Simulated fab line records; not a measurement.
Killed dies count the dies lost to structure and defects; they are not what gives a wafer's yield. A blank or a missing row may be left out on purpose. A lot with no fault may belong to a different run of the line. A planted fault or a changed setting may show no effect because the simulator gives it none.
fab line records + flow n5-finfet
[record]
- lots = 12
- wafers = 33
- last-day = 17
route steps=1938 shown BEOL_M11@1539 PASSIVATION@1936
lots untouched by any fault: they come from a run of this same line in which no faults occurred
start-h: hours from the record's opening day to when the first of the lot's shown wafers began + wait-h: how many hours have passed since the lot's step before this one + " repeats the value in the row above + L1.1+2: a row that stands for several wafers + - no value, or no start given + * or withheld: withheld + < > ~ a bound
route shown NAME@n: names a module that has steps shown in the file, with the first one's number in the route + usual: mean/standard deviation taken from wafers without a fault + same: alike in all rows + chamber/n: place in a boat + sites: per-site readings + _std_site: the standard deviation of these + _edge_site: mean of outer sites minus mean of inner sites + radius-mm: for every site, how far away it sits from the centre of the wafer + mask NAME#n: copy n + behind: the last tool/chamber to shape the wafer + hold: why the lot was held/for how many hours/how that ended + device: the transistor (n, p or np) that didn't switch + end of line: the route-end tests of the same wafers + where a step has no rows: the recipe by itself + killed: count of dies lost to structure and defects at first sort (not the wafer's yield) + map: a wafer's dies, x killed, . not, _ none there
set.NAME: the run value of the setting; set.NAME@STEP: its run value at that earlier step + model.NAME: the simulator's own value behind a step, which no gauge read
one table for each step of the route and one row for each wafer, over a sample of lots
services: a tool's chamber out of use, with start hour (start-h, from the record's first day; less than 0 if before it), hours out, and reason
[[steps]]
[step N5_BEOL_M11_PECVD_70]
[recipe]
- material = SiO2
- target-thk-a = 200
- temp-c = 400
- precursor = TEOS/O2
- pressure-torr = 5.5
- rf-w = 450
- teos-flow-sccm = 53.8
- gas = O2
- flow-sccm = 3000
- time-s = 22.7
[usual]
- heater-power-w = 697/93
- showerhead-plenum-p-Torr = 8.78/0.066
- throttle-valve-pct = 22.8/1.3
| lot.wafer | tool     | chamber | start-h | wait-h | heater-power-w | showerhead-plenum-p-Torr | throttle-valve-pct |
|-----------|----------|---------|---------|--------|----------------|--------------------------|--------------------|
| L644.3    | pecvd-03 | 0       | 209.55  | 0.1    | 787            | 8.75                     | 22.2               |
| L644.4    | "        | 1       | "       | "      | 539            | 8.84                     | 24.4               |
| L644.5    | "        | 1       | "       | "      | 543            | 8.83                     | 24.3               |
| L645.1    | pecvd-01 | 0       | 223.95  | 0.0    | 774            | 8.91                     | 24.5               |
| L645.2    | "        | 1       | "       | "      | 646            | 8.84                     | 22.3               |
| L645.3    | "        | 2       | "       | "      | 638            | 8.85                     | 23.7               |
| L647.1    | pecvd-02 | 0       | 231.61  | 0.0    | 795            | 8.75                     | 22.8               |
| L647.3    | "        | 2       | "       | "      | 590            | 8.69                     | 21.1               |
| L647.6    | "        | 1       | "       | "      | 848            | 8.75                     | 23.5               |
| L648.1    | pecvd-02 | 0       | 240.33  | 0.0    | 784            | 8.77                     | 23.0               |
| L648.5    | "        | 2       | "       | "      | 640            | 8.67                     | 20.8               |
| L648.6    | "        | 0       | "       | "      | 764            | 8.74                     | 23.0               |
| L649.3    | pecvd-03 | 1       | 242.20  | 0.0    | 656            | 8.82                     | 24.5               |
| L649.4    | "        | 0       | "       | "      | 777            | 8.79                     | 22.5               |
| L649.5    | "        | 2       | "       | "      | 634            | 8.76                     | 20.7               |
| L651.2    | pecvd-02 | 0       | 265.82  | 0.0    | 775            | 8.77                     | 23.2               |
| L651.3    | "        | 2       | "       | "      | 608            | 8.67                     | 20.8               |
| L651.4    | "        | 0       | "       | "      | 775            | 8.76                     | 22.9               |
| L654.1    | pecvd-02 | 2       | 280.79  | 0.0    | 517            | 8.67                     | 21.1               |
| L654.6    | "        | 1       | "       | "      | 807            | 8.74                     | 23.5               |
| L656.3    | pecvd-03 | 2       | 301.82  | 0.0    | 586            | 8.75                     | 21.0               |
| L656.4    | "        | 0       | "       | "      | 681            | 8.79                     | 22.7               |
| L659.5    | pecvd-02 | 0       | 313.56  | 0.1    | 798            | 8.74                     | 23.1               |
| L659.6    | "        | 1       | "       | "      | 790            | 8.76                     | 23.9               |
| L662.2    | pecvd-02 | 2       | 328.50  | 0.0    | 618            | 8.71                     | 21.1               |
| L662.4    | "        | 2       | "       | "      | 646            | 8.69                     | 20.9               |
| L662.5    | "        | 0       | "       | "      | 680            | 8.76                     | 23.0               |
| L666.1    | pecvd-02 | 2       | 355.08  | 0.0    | 561            | 8.67                     | 21.1               |
| L666.5    | "        | 2       | "       | "      | 555            | 8.70                     | 20.8               |
| L666.6    | "        | 0       | "       | "      | 687            | 8.76                     | 22.8               |
| L667.2    | pecvd-01 | 1       | 356.52  | 0.0    | 662            | 8.86                     | 22.2               |
| L667.5    | "        | 0       | "       | "      | 825            | 8.92                     | 24.4               |
| L667.6    | "        | 2       | "       | "      | 673            | 8.84                     | 23.7               |
[step N5_BEOL_M11_CD_MEAS_11]
[recipe]
- target-cd-nm = 64.1
- landing-energy-ev = 500
- detector = se-inlens
- polarity = opening
[usual]
- cd-nm = 64.4/0.66
| lot.wafer | tool      | chamber | start-h | wait-h | cd-nm |
|-----------|-----------|---------|---------|--------|-------|
| L644.3    | cd-sem-03 | 0       | 210.76  | -      | 64.7  |
| L644.4    | "         | 0       | "       | "      | 65.0  |
| L644.5    | "         | 0       | "       | "      | 64.8  |
| L645.1    | cd-sem-02 | 0       | 225.40  | -      | 63.8  |
| L645.2    | "         | 0       | "       | "      | 63.8  |
| L645.3    | "         | 0       | "       | "      | 64.8  |
| L647.1    | cd-sem-02 | 0       | 236.92  | -      | 64.1  |
| L647.3    | "         | 0       | "       | "      | 65.1  |
| L647.6    | "         | 0       | "       | "      | 64.9  |
| L648.1    | cd-sem-01 | 0       | 242.23  | -      | 63.8  |
| L648.5    | "         | 0       | "       | "      | 63.4  |
| L648.6    | "         | 0       | "       | "      | 63.8  |
| L649.3    | cd-sem-01 | 0       | 242.76  | -      | 64.3  |
| L649.4    | "         | 0       | "       | "      | 64.6  |
| L649.5    | "         | 0       | "       | "      | 64.5  |
| L651.2    | cd-sem-02 | 0       | 266.40  | -      | 63.6  |
| L651.3    | "         | 0       | "       | "      | 64.2  |
| L651.4    | "         | 0       | "       | "      | 64.6  |
| L654.1    | cd-sem-02 | 0       | 283.40  | -      | 63.2  |
| L654.6    | "         | 0       | "       | "      | 64.1  |
| L656.3    | cd-sem-02 | 0       | 303.29  | -      | 63.8  |
| L656.4    | "         | 0       | "       | "      | 64.7  |
| L659.5    | cd-sem-03 | 0       | 314.32  | -      | 63.8  |
| L659.6    | "         | 0       | "       | "      | 64.5  |
| L662.2    | cd-sem-03 | 0       | 330.06  | -      | 64.5  |
| L662.4    | "         | 0       | "       | "      | 63.9  |
| L662.5    | "         | 0       | "       | "      | 62.8  |
| L666.1    | cd-sem-03 | 0       | 356.65  | -      | 63.7  |
| L666.5    | "         | 0       | "       | "      | 65.2  |
| L666.6    | "         | 0       | "       | "      | 64.0  |
| L667.2    | cd-sem-01 | 0       | 357.27  | -      | 64.7  |
| L667.5    | "         | 0       | "       | "      | 65.4  |
| L667.6    | "         | 0       | "       | "      | 63.8  |
[step N5_BEOL_M11_OVL_MEAS_29]
[recipe]
- points-per-wafer = 44
[usual]
- V10_OVL = -0.5/0.58
| lot.wafer | tool       | chamber | start-h | wait-h | V10_OVL[nm] |
|-----------|------------|---------|---------|--------|-------------|
| L644.3    | overlay-01 | 0       | 215.37  | 0.0    | -0.6        |
| L644.4    | "          | 0       | "       | "      | -1.3        |
| L644.5    | "          | 0       | "       | "      | -1.5        |
| L645.1    | overlay-02 | 0       | 227.14  | 0.0    | 0.1         |
| L645.2    | "          | 0       | "       | "      | -0.7        |
| L645.3    | "          | 0       | "       | "      | -0.4        |
| L647.1    | overlay-01 | 0       | 237.90  | 0.0    | -0.5        |
| L647.3    | "          | 0       | "       | "      | 1.0         |
| L647.6    | "          | 0       | "       | "      | 0.3         |
| L648.1    | overlay-01 | 0       | 244.39  | 0.0    | -0.7        |
| L648.5    | "          | 0       | "       | "      | -1.7        |
| L648.6    | "          | 0       | "       | "      | -0.8        |
| L649.3    | overlay-02 | 0       | 244.56  | 0.0    | -1.2        |
| L649.4    | "          | 0       | "       | "      | -0.8        |
| L649.5    | "          | 0       | "       | "      | -1.2        |
| L651.2    | overlay-02 | 0       | 268.51  | 0.0    | -0.9        |
| L651.3    | "          | 0       | "       | "      | 0.3         |
| L651.4    | "          | 0       | "       | "      | 0.0         |
| L654.1    | overlay-02 | 0       | 285.64  | 0.0    | -0.9        |
| L654.6    | "          | 0       | "       | "      | -0.3        |
| L656.3    | overlay-01 | 0       | 306.77  | 0.0    | -0.5        |
| L656.4    | "          | 0       | "       | "      | 0.4         |
| L659.5    | overlay-01 | 0       | 315.29  | 0.0    | 0.0         |
| L659.6    | "          | 0       | "       | "      | -0.7        |
| L662.2    | overlay-01 | 0       | 332.83  | 0.0    | -1.4        |
| L662.4    | "          | 0       | "       | "      | -1.9        |
| L662.5    | "          | 0       | "       | "      | -1.2        |
| L666.1    | overlay-01 | 0       | 358.49  | 0.0    | 0.2         |
| L666.5    | "          | 0       | "       | "      | -0.3        |
| L666.6    | "          | 0       | "       | "      | 0.4         |
| L667.2    | overlay-02 | 0       | 358.66  | 0.0    | 0.1         |
| L667.5    | "          | 0       | "       | "      | -0.8        |
| L667.6    | "          | 0       | "       | "      | -0.4        |
[step N5_BEOL_M11_VIA_ETCH_34]
[recipe]
- chemistry = C4F6/O2
- target = SiCOH_lowk
- target-depth-a = 1845
- mask-material = SOC
- taper-deg = 4
- time-s = 69.2
- ion-energy-ev = 250
- pressure-mtorr = 30
- source-w = 345
- bias-w = 185
- Ar_flow_sccm = 300
- C4F6_flow_sccm = 10
- O2_flow_sccm = 10
[usual]
- C4F6_flow_sccm = 10.00/0.031
- drypump-motor-current-A = 5.7/0.35
- oes_o_777_au = 0.82/0.089
- oes-product-au = 0.82/0.071
- rf-vpp-V = 664/15
- run-length-s = 92.5/0.42
- showerhead-plenum-p-Torr = 2.88/0.06
- throttle-valve-pct = 20.79/0.19
| lot.wafer | tool        | chamber | start-h | wait-h | C4F6_flow_sccm | drypump-motor-current-A | oes_o_777_au | oes-product-au | rf-hours-counter-h | rf-vpp-V | run-length-s | showerhead-plenum-p-Torr | throttle-valve-pct |
|-----------|-------------|---------|---------|--------|----------------|-------------------------|--------------|----------------|--------------------|----------|--------------|--------------------------|--------------------|
| L644.3    | rie-diel-04 | 2       | 215.83  | 0.0    | 10.06          | 6.0                     | 0.98         | 0.96           | 10                 | 651      | 93.5         | 2.89                     | 20.89              |
| L644.4    | "           | 2       | "       | "      | 10.05          | 6.0                     | 0.97         | 0.96           | -                  | 651      | 93.4         | 2.89                     | 20.87              |
| L644.5    | "           | 0       | "       | "      | 9.97           | 5.4                     | 0.69         | 0.73           | -                  | 660      | 92.9         | 2.94                     | 20.94              |
| L645.1    | rie-diel-01 | 2       | 227.76  | 0.0    | 9.97           | 5.8                     | 0.91         | 0.87           | 50                 | 668      | 92.3         | 2.80                     | 21.15              |
| L645.2    | "           | 0       | "       | "      | 9.97           | 5.7                     | 0.68         | 0.68           | 249                | 651      | 92.4         | 2.80                     | 21.01              |
| L645.3    | "           | 1       | "       | "      | 10.00          | 5.7                     | 0.82         | 0.82           | 70                 | 675      | 92.5         | 2.98                     | 20.81              |
| L647.1    | rie-diel-04 | 3       | 238.17  | 0.0    | 10.02          | 6.1                     | 0.79         | 0.81           | 128                | 692      | 91.9         | 2.89                     | 20.66              |
| L647.3    | "           | 2       | "       | "      | 10.00          | 6.0                     | 0.95         | 0.93           | 17                 | 652      | 92.9         | 2.89                     | 20.87              |
| L647.6    | "           | 2       | "       | "      | 10.00          | 6.0                     | 0.95         | 0.94           | -                  | 653      | 93.0         | 2.89                     | 20.88              |
| L648.1    | rie-diel-05 | 0       | 244.68  | 0.0    | 10.02          | 5.0                     | 0.73         | 0.69           | 234                | 656      | 92.7         | 2.94                     | 20.91              |
| L648.5    | "           | 1       | "       | "      | 10.00          | 5.6                     | 0.79         | 0.83           | -                  | 654      | 91.8         | 2.91                     | 20.92              |
| L648.6    | "           | 0       | "       | "      | 9.95           | 5.0                     | 0.72         | 0.69           | -                  | 657      | 92.7         | 2.94                     | 20.91              |
| L649.3    | rie-diel-01 | 3       | 245.07  | 0.0    | 10.03          | 6.2                     | 0.94         | 0.90           | -                  | 645      | 92.5         | 2.82                     | 20.66              |
| L649.4    | "           | 1       | "       | "      | 10.05          | 5.7                     | 0.81         | 0.81           | -                  | 677      | 92.6         | 2.97                     | 20.80              |
| L649.5    | "           | 3       | "       | "      | 10.01          | 6.2                     | 0.94         | 0.90           | -                  | 643      | 92.8         | 2.82                     | 20.67              |
| L651.2    | rie-diel-01 | 3       | 268.78  | 0.0    | 10.04          | 6.3                     | 0.92         | 0.89           | 27                 | 642      | 92.6         | 2.82                     | 20.70              |
| L651.3    | "           | 2       | "       | "      | 10.04          | 5.8                     | 0.89         | 0.85           | 61                 | 667      | 92.2         | 2.79                     | 21.17              |
| L651.4    | "           | 1       | "       | "      | 10.07          | 5.7                     | 0.80         | 0.81           | 84                 | 675      | 92.9         | 2.97                     | 20.81              |
| L654.1    | rie-diel-04 | 0       | 285.91  | 0.0    | 9.94           | 5.4                     | 0.67         | 0.72           | 208                | 659      | 93.6         | 2.93                     | 20.97              |
| L654.6    | "           | 0       | "       | "      | 10.02          | 5.4                     | 0.67         | 0.71           | -                  | 660      | 93.0         | 2.93                     | 20.98              |
| L656.3    | rie-diel-01 | 2       | 307.03  | 0.0    | 10.03          | 5.8                     | 0.88         | 0.84           | 73                 | 665      | 91.9         | 2.79                     | 21.18              |
| L656.4    | "           | 0       | "       | "      | 10.00          | 5.6                     | 0.90         | 0.89           | 19                 | 652      | 89.2         | 2.79                     | 20.66              |
| L659.5    | rie-diel-01 | 2       | 315.58  | 0.0    | 10.02          | 5.8                     | 0.88         | 0.84           | -                  | 666      | 92.1         | 2.79                     | 21.18              |
| L659.6    | "           | 3       | "       | "      | 10.00          | 6.2                     | 0.89         | 0.86           | -                  | 643      | 89.6         | 2.81                     | 20.70              |
| L662.2    | rie-diel-05 | 3       | 333.19  | 0.0    | 9.93           | 5.8                     | 0.77         | 0.82           | 47                 | 660      | 92.3         | 2.94                     | 20.56              |
| L662.4    | "           | 2       | "       | "      | 10.08          | 5.7                     | 0.79         | 0.83           | -                  | 689      | 92.5         | 2.86                     | 20.58              |
| L662.5    | "           | 3       | "       | "      | 9.98           | 5.8                     | 0.77         | 0.82           | -                  | 659      | 92.9         | 2.94                     | 20.59              |
| L666.1    | rie-diel-05 | 2       | 358.76  | 0.0    | 10.00          | 5.7                     | 0.79         | 0.83           | 77                 | 690      | 92.4         | 2.86                     | 20.58              |
| L666.5    | "           | 1       | "       | "      | 10.02          | 5.6                     | 0.75         | 0.79           | -                  | 654      | 92.1         | 2.90                     | 20.96              |
| L666.6    | "           | 2       | "       | "      | 10.02          | 5.6                     | 0.79         | 0.83           | -                  | 689      | 92.9         | 2.86                     | 20.60              |
| L667.2    | rie-diel-05 | 1       | 359.22  | 0.0    | 10.04          | 5.6                     | 0.75         | 0.80           | 98                 | 653      | 91.9         | 2.90                     | 20.94              |
| L667.5    | "           | 3       | "       | "      | 10.02          | 5.8                     | 0.76         | 0.81           | -                  | 660      | 92.4         | 2.93                     | 20.57              |
| L667.6    | "           | 0       | "       | "      | 9.99           | 5.0                     | 1.00         | 0.98           | -                  | 655      | 92.6         | 2.93                     | 20.62              |
[step N5_PASSIVATION_PROBE_49]
[usual]
- defect-limited-yield = 91.4/1.4
- killed_at_M0_to_M3 = 34/8.9
- killed_at_M4_up = 13/4.6
- killed-at-contacts = 12/5.5
- killed-at-front-end = 41/11
- killed-at-other = 3.1/2.9
- killed-dies = 102/16
- killed-open = 66/11
- killed-short = 34/7.6
- sort_bin_5_function = 5.1/0.89
- sort_bin_6_memory = 3.2/0.61
- sort_bin_8_speed = 0.02/0.12
- sort-n-pass = 1078/16
[same]
- gross-dies = 1180
- killed-at-back-side = 0
- sort_bin_4_leakage[%] = 0
| lot.wafer | tool      | chamber | start-h | wait-h | defect-limited-yield[%] | killed_at_M0_to_M3 | killed_at_M4_up | killed-at-contacts | killed-at-front-end | killed-at-other | killed-dies | killed-open | killed-short | sort_bin_5_function[%] | sort_bin_6_memory[%] | sort_bin_8_speed[%] | sort-n-pass |
|-----------|-----------|---------|---------|--------|-------------------------|--------------------|-----------------|--------------------|---------------------|-----------------|-------------|-------------|--------------|------------------------|----------------------|---------------------|-------------|
| L645.1    | prober-01 | -       | 276.02  | 0.0    | 91.2                    | 30                 | 15              | 9                  | 48                  | 2               | 104         | 72          | 30           | 5.8                    | 3.1                  | 0                   | 1076        |
| L645.2    | prober-01 | -       | 276.07  | 0.1    | 89.3                    | 39                 | 8               | 9                  | 67                  | 3               | 126         | 77          | 44           | 6.7                    | 3.7                  | 0                   | 1054        |
| L645.3    | prober-01 | -       | 276.12  | 0.1    | 91.9                    | 26                 | 8               | 9                  | 50                  | 2               | 95          | 59          | 36           | 5.3                    | 2.4                  | 0                   | 1085        |
| L647.1    | prober-02 | -       | 281.26  | 0.0    | 90.1                    | 30                 | 11              | 13                 | 63                  | 0               | 117         | 81          | 34           | 5.2                    | 4.2                  | 0                   | 1063        |
| L647.3    | prober-02 | -       | 281.36  | 0.1    | 91.4                    | 20                 | 9               | 11                 | 59                  | 2               | 101         | 64          | 37           | 4.8                    | 3.3                  | 0                   | 1079        |
| L647.6    | prober-02 | -       | 281.51  | 0.3    | 89.7                    | 27                 | 27              | 12                 | 53                  | 3               | 122         | 79          | 34           | 6.4                    | 3.1                  | 0                   | 1058        |
| L651.2    | prober-01 | -       | 305.85  | 0.1    | 89.2                    | 32                 | 11              | 10                 | 67                  | 7               | 127         | 75          | 42           | 5.9                    | 3.9                  | 0                   | 1053        |
| L651.3    | prober-01 | -       | 305.90  | 0.1    | 90.1                    | 35                 | 9               | 16                 | 52                  | 5               | 117         | 70          | 47           | 6.2                    | 3.4                  | 0                   | 1063        |
| L651.4    | prober-01 | -       | 305.95  | 0.2    | 90.5                    | 28                 | 13              | 18                 | 53                  | 0               | 112         | 73          | 38           | 5.4                    | 3.7                  | 0                   | 1068        |
| L654.1    | prober-02 | -       | 329.95  | 0.0    | 93.8                    | 22                 | 25              | 5                  | 20                  | 1               | 73          | 52          | 21           | 4.0                    | 2.1                  | 0                   | 1107        |
| L654.6    | prober-02 | -       | 330.20  | 0.3    | 90.7                    | 39                 | 15              | 12                 | 38                  | 6               | 110         | 71          | 39           | 5.5                    | 3.6                  | 1.36                | 1054        |
| L656.3    | prober-01 | -       | 346.72  | 0.1    | 91.0                    | 31                 | 16              | 10                 | 47                  | 2               | 106         | 64          | 35           | 4.8                    | 3.5                  | 0                   | 1074        |
| L656.4    | prober-01 | -       | 346.77  | 0.2    | 91.2                    | 27                 | 13              | 13                 | 47                  | 4               | 104         | 64          | 40           | 5.3                    | 3.3                  | 0                   | 1076        |
| L659.5    | prober-02 | -       | 358.28  | 0.2    | 89.9                    | 33                 | 15              | 8                  | 56                  | 7               | 119         | 76          | 42           | 5.9                    | 3.9                  | 0                   | 1061        |
| L666.1    | prober-02 | -       | 405.81  | 0.0    | 89.7                    | 61                 | 3               | 19                 | 39                  | 0               | 122         | 82          | 40           | 5.3                    | 4.5                  | 0                   | 1058        |
| L666.5    | prober-02 | -       | 406.01  | 0.2    | 91.5                    | 44                 | 8               | 8                  | 39                  | 1               | 100         | 73          | 27           | 4.9                    | 3.2                  | 0                   | 1080        |
| L666.6    | prober-02 | -       | 406.06  | 0.3    | 91.0                    | 48                 | 6               | 9                  | 41                  | 2               | 106         | 71          | 35           | 5.6                    | 3.1                  | 0                   | 1074        |
// killed by level:class
L645.1 STI_FIN_REVEAL:geometric-particle:open=22 BEOL_M0_SAQP:geometric-particle:short=9 FIN_SAQP:geometric-particle:open=6 MOL_CONTACT_COAG:geometric-particle:open=6 BEOL_M2:geometric-particle:open=6 FIN_SAQP:geometric-particle:short=4 DUMMY_GATE:geometric-particle:open=4 BEOL_M0_SAQP:geometric-particle:open=4
L645.2 BEOL_M0_SAQP:geometric-particle:open=17 FIN_SAQP:geometric-particle:open=15 STI_FIN_REVEAL:geometric-particle:open=13 FIN_SAQP:geometric-particle:short=12 MOL_CONTACT_COAG:geometric-particle:open=8 BEOL_M0_SAQP:geometric-particle:short=8 DUMMY_GATE:geometric-particle:open=5 BEOL_M1:geometric-particle:open=5
L645.3 STI_FIN_REVEAL:geometric-particle:open=16 FIN_SAQP:geometric-particle:short=14 MOL_CONTACT_COAG:geometric-particle:open=8 DUMMY_GATE:geometric-particle:open=6 BEOL_M0_SAQP:geometric-particle:short=6 BEOL_M0_SAQP:geometric-particle:open=5 STARTING-WAFER:geometric-particle:short=5 BEOL_M1:geometric-particle:open=4
L647.1 STI_FIN_REVEAL:geometric-particle:open=17 MOL_CONTACT_COAG:geometric-particle:open=10 BEOL_M1:geometric-particle:open=9 FIN_SAQP:geometric-particle:open=7 DUMMY_GATE:geometric-particle:open=7 BEOL_M0_SAQP:geometric-particle:short=7 GATE_CUT:geometric-particle:open=6 BEOL_M4:geometric-particle:open=6
L647.3 FIN_SAQP:geometric-particle:open=18 FIN_SAQP:geometric-particle:short=12 MOL_CONTACT_COAG:geometric-particle:open=8 STI_FIN_REVEAL:geometric-particle:open=6 DUMMY_GATE:geometric-particle:open=6 STARTING-WAFER:geometric-particle:short=6 BEOL_M3:geometric-particle:open=5 BEOL_M1:geometric-particle:open=4
L647.6 MOL_CONTACT_COAG:geometric-particle:open=11 BEOL_M4:geometric-particle:open=11 FIN_SAQP:geometric-particle:short=8 BEOL_M1:geometric-particle:open=8 HKMG_FIN:area-etch=8 STI_FIN_REVEAL:geometric-particle:open=7 BEOL_M5:geometric-particle:open=7 DUMMY_GATE:geometric-particle:open=6
L651.2 STI_FIN_REVEAL:geometric-particle:open=15 DUMMY_GATE:geometric-particle:open=9 HKMG_FIN:area-etch=9 MOL_CONTACT_COAG:geometric-particle:open=8 FIN_SAQP:geometric-particle:short=7 BEOL_M0_SAQP:geometric-particle:short=7 BEOL_M1:geometric-particle:open=7 FIN_SAQP:geometric-particle:open=6
L651.3 STI_FIN_REVEAL:geometric-particle:open=22 BEOL_M0_SAQP:geometric-particle:short=16 BEOL_M0_SAQP:geometric-particle:open=13 MOL_CONTACT_COAG:geometric-particle:open=12 STI_FIN_REVEAL:geometric-particle:short=5 FIN_SAQP:geometric-particle:short=4 FIN_SAQP:geometric-particle:open=4 DUMMY_GATE:geometric-particle:open=4
L651.4 FIN_SAQP:geometric-particle:short=17 MOL_CONTACT_COAG:geometric-particle:open=16 FIN_SAQP:geometric-particle:open=14 BEOL_M0_SAQP:geometric-particle:short=9 STI_FIN_REVEAL:geometric-particle:open=6 BEOL_M2:geometric-particle:open=6 BEOL_M4:geometric-particle:open=6 BEOL_M0_SAQP:geometric-particle:open=4
L654.1 BEOL_M4:geometric-particle:open=8 BEOL_M0_SAQP:geometric-particle:short=7 BEOL_M8:geometric-particle:open=6 FIN_SAQP:geometric-particle:open=4 MOL_CONTACT_COAG:geometric-particle:open=4 BEOL_M0_SAQP:geometric-particle:open=4 BEOL_M1:geometric-particle:open=4 GATE_CUT:geometric-particle:open=3
L654.6 FIN_SAQP:geometric-particle:short=11 MOL_CONTACT_COAG:geometric-particle:open=10 BEOL_M1:geometric-particle:open=10 BEOL_M0_SAQP:geometric-particle:short=9 FIN_SAQP:geometric-particle:open=7 BEOL_M2:geometric-particle:open=7 BEOL_M4:geometric-particle:open=6 BEOL_M0_SAQP:geometric-particle:open=5
L656.3 FIN_SAQP:geometric-particle:open=11 STI_FIN_REVEAL:geometric-particle:open=11 BEOL_M0_SAQP:geometric-particle:short=11 MOL_CONTACT_COAG:geometric-particle:open=8 BEOL_M0_SAQP:geometric-particle:open=7 HKMG_FIN:area-etch=7 BEOL_M4:geometric-particle:open=6 STARTING-WAFER:geometric-particle:short=6
L656.4 FIN_SAQP:geometric-particle:short=17 FIN_SAQP:geometric-particle:open=15 MOL_CONTACT_COAG:geometric-particle:open=12 BEOL_M0_SAQP:geometric-particle:open=8 BEOL_M0:geometric-particle:open=7 STI_FIN_REVEAL:geometric-particle:open=6 BEOL_M0_SAQP:geometric-particle:short=5 BEOL_M4:geometric-particle:short=4
L659.5 STI_FIN_REVEAL:geometric-particle:open=16 DUMMY_GATE:geometric-particle:open=8 BEOL_M0_SAQP:geometric-particle:short=8 BEOL_M3:geometric-particle:open=8 FIN_SAQP:geometric-particle:open=7 BEOL_M4:geometric-particle:open=7 GATE_CUT:geometric-particle:short=6 MOL_CONTACT_COAG:geometric-particle:open=5
L666.1 BEOL_M0_SAQP:geometric-particle:open=16 MOL_CONTACT_COAG:geometric-particle:open=15 FIN_SAQP:geometric-particle:open=13 BEOL_M2:geometric-particle:open=13 BEOL_M0_SAQP:geometric-particle:short=10 FIN_SAQP:geometric-particle:short=6 BEOL_M3:geometric-particle:open=5 STI_FIN_REVEAL:geometric-particle:open=4
L666.5 BEOL_M2:geometric-particle:open=12 BEOL_M3:geometric-particle:open=12 FIN_SAQP:geometric-particle:short=9 FIN_SAQP:geometric-particle:open=9 MOL_CONTACT_COAG:geometric-particle:open=8 BEOL_M0_SAQP:geometric-particle:open=8 BEOL_M0_SAQP:geometric-particle:short=7 STI_FIN_REVEAL:geometric-particle:open=7
L666.6 BEOL_M0_SAQP:geometric-particle:open=14 FIN_SAQP:geometric-particle:open=13 BEOL_M2:geometric-particle:open=12 BEOL_M0_SAQP:geometric-particle:short=7 FIN_SAQP:geometric-particle:short=6 DUMMY_GATE:geometric-particle:open=6 MOL_CONTACT_COAG:geometric-particle:open=6 GATE_CUT:geometric-particle:short=5
[[services]]
| tool        | chamber | start-h | hours | kind                          |
|-------------|---------|---------|-------|-------------------------------|
| pecvd-01    | -       | 186.49  | 2.8   | pm                            |
| rie-diel-05 | -       | 200.69  | 1.2   | repair                        |
| rie-diel-04 | 3       | 204.29  | 12.3  | repair                        |
| rie-diel-01 | -       | 205.20  | 14.6  | pm                            |
| rie-diel-01 | 0       | 229.39  | -     | clean                         |
| rie-diel-01 | 0       | 229.39  | -     | consumable-replace:focus-ring |
| rie-diel-01 | 0       | 229.39  | 20.3  | scheduled-down                |
| rie-diel-01 | 0       | 229.39  | 20.3  | vent-cycle                    |
| rie-diel-05 | 0       | 231.27  | 1.3   | repair                        |
| rie-diel-01 | 2       | 241.99  | 4.6   | repair                        |
| pecvd-02    | 1       | 261.67  | 13.0  | repair                        |
| pecvd-03    | -       | 262.39  | 14.6  | pm                            |
| rie-diel-05 | -       | 266.35  | 15.6  | pm                            |
| pecvd-01    | -       | 271.15  | 6.0   | pm                            |
| rie-diel-01 | 2       | 279.08  | 5.3   | repair                        |
| pecvd-02    | 0       | 281.59  | 5.5   | scheduled-down                |
| pecvd-03    | 0       | 282.40  | 9.6   | repair                        |
| rie-diel-05 | 0       | 301.90  | 5.6   | repair                        |
| pecvd-03    | 2       | 311.14  | 10.7  | repair                        |
| pecvd-02    | 2       | 337.95  | 5.5   | scheduled-down                |
| rie-diel-01 | 3       | 339.32  | 3.9   | repair                        |
| pecvd-02    | -       | 348.21  | 5.5   | pm                            |
| rie-diel-05 | 1       | 352.70  | 1.2   | repair                        |
| rie-diel-01 | 2       | 358.50  | 3.5   | repair                        |
[[key]]
[first-sign]
- step = N5_BEOL_M11_VIA_ETCH_34
- reading = run-length-s
- direction = down
- sigmas = 7.5
- usual = *
- struck = *
effect none on later readings
met-at N5_BEOL_M11_VIA_ETCH_34
struck-lots L656,L659
struck-wafers L656.4,L659.6
not-acting-at N5_BEOL_M11_PECVD_70,N5_BEOL_M11_CD_MEAS_11,N5_BEOL_M11_OVL_MEAS_29
onset-between 268.78 307.03
[fault]
- kind = process-parameter-drift
- tool = rie-diel-01
- chamber = -
- onset-h = 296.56
- steps = N5_BEOL_M11_VIA_ETCH_34
- channel = time-s
- offset = *
- shape = step
- end-h = 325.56
- scope = struck-wafers-only
- acts-in = *
- stated = *
